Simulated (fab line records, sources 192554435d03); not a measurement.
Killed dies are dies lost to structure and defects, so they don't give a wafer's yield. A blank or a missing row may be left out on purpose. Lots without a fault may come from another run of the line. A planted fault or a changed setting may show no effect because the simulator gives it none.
Split-lot experiment | flow n5_finfet | 7 lots, 21 wafers read, on a route of 1938 steps

THE SPLIT
At N5_BEOL_M8_DESCUM_33 (chemistry O2, time 7 s), the setting time_s was moved away from the recipe's 7 s on 10 of the 21 wafers read, by -21.3% to +17.4%. The other wafers ran this setting at the recipe's value.

The file shows no step between the split and the reading.

THE READING
CAR-EUV_of_BEOL_M8_COAT_22.thk_nm (the simulator's own value, which no gauge read), in nm, at N5_BEOL_M8_ETCH_72 (etches underlayer in N2/H2, target depth 6.5 nm, time 5.2 s). The file gives no usual value for it. The 11 wafers here that ran the recipe average 20.4 nm, standard deviation 0.1 nm.

wafer  | tool, chamber at the split | time_s as run, s | against the recipe | CAR-EUV_of_BEOL_M8_COAT_22.thk_nm, nm | against lot-mates on the recipe
L083.1 | rie_diel-05, 3             | 7                | recipe             | 20.6                                  | -
L083.2 | rie_diel-05, 0             | 6.127            | -12.5%             | 21                                    | +0.4
L083.6 | rie_diel-05, 2             | 6.127            | -12.5%             | 21                                    | +0.4
L084.1 | rie_diel-01, 1,3           | 7.976            | +13.9%             | 20                                    | -0.4
L084.5 | rie_diel-01, 1,3           | 7.976            | +13.9%             | 19.8                                  | -0.6
L084.6 | rie_diel-01, 2             | 7                | recipe             | 20.4                                  | -
L085.1 | rie_diel-06, 3             | 7                | recipe             | 20.2                                  | -
L085.4 | rie_diel-06, 3             | 7                | recipe             | 20.2                                  | -
L085.2 | rie_diel-06, 1             | 5.508            | -21.3%             | 21                                    | +0.8
L089.3 | rie_diel-05, 2,1           | 7                | recipe             | 20.4                                  | -
L089.4 | rie_diel-05, 2,1           | 7                | recipe             | 20.4                                  | -
L089.6 | rie_diel-05, 2             | 7                | recipe             | 20.4                                  | -
L090.2 | rie_diel-01, 2             | 7                | recipe             | 20.4                                  | -
L090.4 | rie_diel-01, 3,0           | 7                | recipe             | 20.4                                  | -
L090.5 | rie_diel-01, 3,0           | 7                | recipe             | 20.4                                  | -
L092.1 | rie_diel-01, 1,0           | 6.473            | -7.5%              | 20.8                                  | +0.4
L092.3 | rie_diel-01, 2             | 7                | recipe             | 20.4                                  | -
L092.5 | rie_diel-01, 1,0           | 6.473            | -7.5%              | 20.6                                  | +0.2
L095.2 | rie_diel-05, 1,0           | 8.215            | +17.4%             | 19.6                                  | no lot-mate on the recipe
L095.5 | rie_diel-05, 1             | 8.215            | +17.4%             | 19.4                                  | no lot-mate on the recipe
L095.6 | rie_diel-05, 1,0           | 8.215            | +17.4%             | 19.6                                  | no lot-mate on the recipe
Where a row lists several chambers, the file gives one row for several wafers and doesn't say which wafer went through which chamber.

THE FIT
A straight line over all 21 wafers: CAR-EUV_of_BEOL_M8_COAT_22.thk_nm changes by -0.0418 nm for each +1% of time_s; r = -0.96; the points scatter about the line by 0.13 nm.
The same after taking each lot's own level away (the mean of its wafers on the recipe; 18 wafers): -0.0359 nm for each +1%; r = -0.99; scatter 0.055 nm.
On that fit, the largest move of time_s shifts the reading by 0.76 nm.
The lots' own levels span 20.20 to 20.60 nm, that is 3.9 times the standard deviation above.
So the lot-to-lot level changes the slope: the two fits differ.
Check: with one of the wafers moved furthest among these (-21.3%) left out of the fit, the line predicts +0.744 nm for it against its lot-mates. It came out at +0.8 nm against them.

OTHER SPLITS ON THESE WAFERS
These wafers also went through other splits before the reading. Each is held against what the fit with the lots' levels taken away leaves over:
other split on the same wafers | wafers away from the commonest value | r with CAR-EUV_of_BEOL_M8_COAT_22.thk_nm (lot level and that fit taken away)
N5_BEOL_M6_COAT_60 spin_rpm    | 4                                    | +0.36
N5_BEOL_M6_ETCH_62 time_s      | 5                                    | -0.12
N5_BEOL_M6_COAT_22 spin_rpm    | 9                                    | -0.06
N5_BEOL_M7_COAT_64 spin_rpm    | 10                                   | +0.05
N5_BEOL_M7_DESCUM_33 time_s    | 9                                    | -0.22

THE WHOLE CHAIN: every reading that the file lists as answering this split, in the file's order
step                 | what it does                                                | reading                                                                            | change (the file's fit)                | r (the file's)
N5_BEOL_M8_DESCUM_33 | chemistry O2, time 7 s                                      | CAR-EUV_of_BEOL_M8_COAT_22.thk_nm (the simulator's own value, which no gauge read) | -0.0374 nm for each +1% of the setting | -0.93
N5_BEOL_M8_ETCH_72   | etches underlayer in N2/H2, target depth 6.5 nm, time 5.2 s | CAR-EUV_of_BEOL_M8_COAT_22.thk_nm (the simulator's own value, which no gauge read) | -0.0363 nm for each +1% of the setting | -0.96

THE FILE'S OWN FIT
CAR-EUV_of_BEOL_M8_COAT_22.thk_nm changes by -0.0363 nm for each +1% of time_s, r = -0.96.
